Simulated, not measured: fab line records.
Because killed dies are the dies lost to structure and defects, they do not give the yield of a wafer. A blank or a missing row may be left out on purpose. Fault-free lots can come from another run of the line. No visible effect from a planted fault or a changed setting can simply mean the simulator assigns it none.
Split-lot study | flow n5Finfet | route with 1938 steps; 7 lots, 39 wafers read

== ON THE SPLIT ==
At N5_ZERO_LAYER_DEVELOP_10 (develop time 60 s), the setting developTimeS was moved away from the recipe's 60 s on 12 of the 39 wafers read, by -47.4% to +56.9%. This setting was run at the recipe's value on the other wafers.

== THE PATH FROM SPLIT TO READING: the file shows 1 step between them ==
- N5_ZERO_LAYER_HARDBAKE_23: time 120 s

== THE READING ==
Shown in nm: cdNm at N5_ZERO_LAYER_CD_MEAS_11, with target cd 2000 nm. On this fab line, fault-free wafers typically give 1998.3 nm with a standard deviation of 2.3 nm.

wafer  | tool, chamber at the split | developTimeS as run, s | against the recipe | cdNm, nm | against lot-mates on the recipe
L079.1 | lithoTrack-01, 0           | 31.55                  | -47.4%             | 1981.5   | -17.1
L079.2 | lithoTrack-01, 0           | 31.55                  | -47.4%             | 1981.9   | -16.7
L079.3 | lithoTrack-01, 0           | 60                     | recipe             | 2000.4   | -
L079.4 | lithoTrack-01, 0           | 31.55                  | -47.4%             | 1980.6   | -18.0
L079.5 | lithoTrack-01, 0           | 60                     | recipe             | 1997.6   | -
L079.6 | lithoTrack-01, 0           | 60                     | recipe             | 1997.9   | -
L081.1 | lithoTrack-02, 0           | 60                     | recipe             | 1997.7   | -
L081.4 | lithoTrack-02, 0           | 60                     | recipe             | 2003.7   | -
L081.6 | lithoTrack-02, 0           | 60                     | recipe             | 1994.7   | -
L087.1 | lithoTrack-02, 0           | 60                     | recipe             | 1995.1   | -
L087.2 | lithoTrack-02, 0           | 60                     | recipe             | 2000.7   | -
L087.3 | lithoTrack-02, 0           | 60                     | recipe             | 1997.7   | -
L087.4 | lithoTrack-02, 0           | 60                     | recipe             | 1998.9   | -
L087.5 | lithoTrack-02, 0           | 60                     | recipe             | 2001.8   | -
L087.6 | lithoTrack-02, 0           | 60                     | recipe             | 2000.0   | -
L088.1 | lithoTrack-04, 0           | 60                     | recipe             | 1998.9   | -
L088.2 | lithoTrack-04, 0           | 94.12                  | +56.9%             | 2005.7   | +6.4
L088.3 | lithoTrack-04, 0           | 60                     | recipe             | 1997.7   | -
L088.4 | lithoTrack-04, 0           | 94.12                  | +56.9%             | 2011.2   | +11.9
L088.5 | lithoTrack-04, 0           | 94.12                  | +56.9%             | 2006.0   | +6.7
L088.6 | lithoTrack-04, 0           | 60                     | recipe             | 2001.4   | -
L089.1 | lithoTrack-04, 0           | 60                     | recipe             | 1998.7   | -
L089.2 | lithoTrack-04, 0           | 32.99                  | -45.0%             | 1988.2   | -10.6
L089.3 | lithoTrack-04, 0           | 60                     | recipe             | 1999.2   | -
L089.4 | lithoTrack-04, 0           | 32.99                  | -45.0%             | 1985.5   | -13.3
L089.5 | lithoTrack-04, 0           | 60                     | recipe             | 1998.4   | -
L089.6 | lithoTrack-04, 0           | 32.99                  | -45.0%             | 1983.7   | -15.1
L092.1 | lithoTrack-02, 0           | 60                     | recipe             | 2001.7   | -
L092.2 | lithoTrack-02, 0           | 60                     | recipe             | 1997.6   | -
L092.3 | lithoTrack-02, 0           | 81.02                  | +35.0%             | 2009.7   | +11.7
L092.4 | lithoTrack-02, 0           | 81.02                  | +35.0%             | 2005.8   | +7.8
L092.5 | lithoTrack-02, 0           | 60                     | recipe             | 1994.6   | -
L092.6 | lithoTrack-02, 0           | 81.02                  | +35.0%             | 2006.0   | +8.0
L094.1 | lithoTrack-04, 0           | 60                     | recipe             | 1997.0   | -
L094.2 | lithoTrack-04, 0           | 60                     | recipe             | 1996.6   | -
L094.3 | lithoTrack-04, 0           | 60                     | recipe             | 1996.9   | -
L094.4 | lithoTrack-04, 0           | 60                     | recipe             | 2002.4   | -
L094.5 | lithoTrack-04, 0           | 60                     | recipe             | 1996.8   | -
L094.6 | lithoTrack-04, 0           | 60                     | recipe             | 2000.3   | -

THE FIT
A straight line over all 39 wafers: cdNm changes by +0.253 nm for each +1% of developTimeS; r = +0.91; the points scatter about the line by 3 nm.
The same after taking each lot's own level away (the mean of its wafers on the recipe; 39 wafers): +0.252 nm for each +1%; r = +0.91; scatter 3.1 nm.
Per that fit: largest developTimeS move, reading shift of 14 nm.
Measured against the standard deviation above, the lots' own levels, which go from 1997.97 to 1999.33 nm, span 0.6 times it.
Consequently the slope shifts little with the lot-to-lot level, the two slopes agreeing.
Check: for one of the wafers moved furthest among these (+56.9%), held out of the fit, the line's prediction against its lot-mates is +14.6 nm. Against them it came out at +6.37 nm.

== THE WHOLE CHAIN: every reading that the file lists as answering this split, in the file's order ==
step                     | what it does             | reading                                                          | change (the file's fit)               | r (the file's)
N5_ZERO_LAYER_CD_MEAS_11 | target cd 2000 nm        | cdNm                                                             | +0.252 nm for each +1% of the setting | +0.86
N5_ZERO_LAYER_DESCUM_16  | chemistry O2, time 7.9 s | ZERO_LAYER.cdNm (the simulator's own value, which no gauge read) | +0.254 nm for each +1% of the setting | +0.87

== FILE'S OWN FIT ==
cdNm changes by +0.252 nm for each +1% of developTimeS, r = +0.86.
